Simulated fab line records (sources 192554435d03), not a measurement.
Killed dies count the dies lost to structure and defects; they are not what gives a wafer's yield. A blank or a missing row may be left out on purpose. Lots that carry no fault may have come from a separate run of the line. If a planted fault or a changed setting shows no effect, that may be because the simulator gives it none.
Matching of chambers	flow n5_finfet	N5_BEOL_M3_ALD_84 on ald_metal-04 has 4 sister chambers
The step deposits TaN, pulse time 2 s, purge time 3 s, co reactant purge time 2 s. 20 wafers are shown with their chamber, then 10 later ones without.

## WAFERS PAIRED WITH THEIR CHAMBERS
wafer	chamber	heater_power_w (W)
L074.2	2	383
L074.3	0	425
L074.5	0	430
L075.1	0	423
L075.3	1	434
L075.5	0	422
L079.1	3	435
L079.3	1	426
L079.6	3	441
L080.1	1	438
L080.3	2	392
L080.5	2	377
L084.2	3	447
L084.3	0	428
L084.5	3	452
L087.1	1	420
L087.3	3	429
L087.6	1	419
L090.1	2	394
L090.2	3	439

SIGNATURES (averages over the wafers above)
reading	chamber 0	chamber 1	chamber 2	chamber 3	scatter within a chamber
heater_power_w	425.60	427.40	386.50	440.50	7.32
Rule: distance of a wafer from a chamber = root of the sum over the readings of ((wafer's reading minus chamber's mean) / reading's scatter) squared. The wafer belongs to the nearest chamber; if the next one is less than 2 further off, it can't be placed. The scatter: the root of (the sum of the squares of (reading less its chamber's mean) over the shown wafers, divided by (wafers less chambers)).

## WAFERS MISSING THEIR CHAMBER
wafer	heater_power_w (W)
L090.5	446
L095.1	394
L095.3	430
L095.4	439
L094.1	445
L094.4	431
L094.6	436
L096.1	421
L096.3	452
L096.4	383

## WHICH CHAMBER EACH ONE RAN IN
wafer	from the rows above	in truth
L090.5	can't be placed: 3 or 1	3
L095.1	2	2
L095.3	can't be placed: 1 or 0 or 3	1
L095.4	can't be placed: 3 or 1 or 0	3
L094.1	can't be placed: 3 or 1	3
L094.4	can't be placed: 1 or 0 or 3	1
L094.6	can't be placed: 3 or 1 or 0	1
L096.1	can't be placed: 0 or 1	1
L096.3	can't be placed: 3 or 1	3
L096.4	2	2
Correct placement for 2 of the 10. From these rows, 8 cannot be placed; in 8 the true chamber is one of the candidates. 0 placed wrongly.
